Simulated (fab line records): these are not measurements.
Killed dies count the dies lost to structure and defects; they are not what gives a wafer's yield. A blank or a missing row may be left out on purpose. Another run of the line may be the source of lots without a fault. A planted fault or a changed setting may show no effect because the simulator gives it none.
Chamber matching    flow n5Finfet    N5_HKMG_FIN_STRIP_92 on rieDiel-03: 4 sister chambers
The step strips SOC in N2/H2, time 20 s. 8 wafers are shown with their chamber, then 12 later ones without.

WAFERS PAIRED WITH THEIR CHAMBERS
wafer   chamber  showerheadPlenumPTorr (Torr)  drypumpMotorCurrentA (A)
L084.1  0        3.52                          5.7
L084.6  2        3.37                          5.3
L088.2  3        3.20                          6.4
L088.3  2        3.37                          5.3
L088.5  1        3.40                          5.3
L090.1  3        3.20                          6.4
L090.4  0        3.51                          5.7
L090.5  1        3.40                          5.2

WAFERS WHOSE CHAMBER IS MISSING
wafer   showerheadPlenumPTorr (Torr)  drypumpMotorCurrentA (A)
L089.2  3.40                          5.2
L089.3  3.51                          5.7
L089.4  3.20                          6.4
L091.3  3.51                          5.7
L091.5  3.40                          5.2
L091.6  3.51                          5.7
L092.3  3.39                          5.3
L092.4  3.19                          6.3
L092.6  3.36                          5.4
L097.2  3.39                          5.3
L097.4  3.39                          5.3
L097.5  3.50                          5.7

WHICH CHAMBER EACH WENT THROUGH
wafer   from the rows above  in truth
L089.2  1                    1
L089.3  0                    0
L089.4  3                    3
L091.3  0                    0
L091.5  1                    1
L091.6  0                    0
L092.3  1                    1
L092.4  3                    3
L092.6  2                    2
L097.2  1                    1
L097.4  1                    1
L097.5  0                    0
Placed correctly: 12 of 12. Left unplaced by these rows: 0. Placed wrongly: 0.
How it was worked out, from the rows above alone: a wafer's distance from a chamber is the root of the sum, over the readings, of the square of ((its reading less the chamber's mean) divided by the reading's scatter). If the next closest chamber is less than 2 further off than the closest, the wafer can't be placed; otherwise it belongs to the closest. A chamber's mean is the mean of its shown wafers. The scatter: take each reading less its chamber's mean, square it, sum over the shown wafers, divide by the number of wafers less the number of chambers, and take the root.
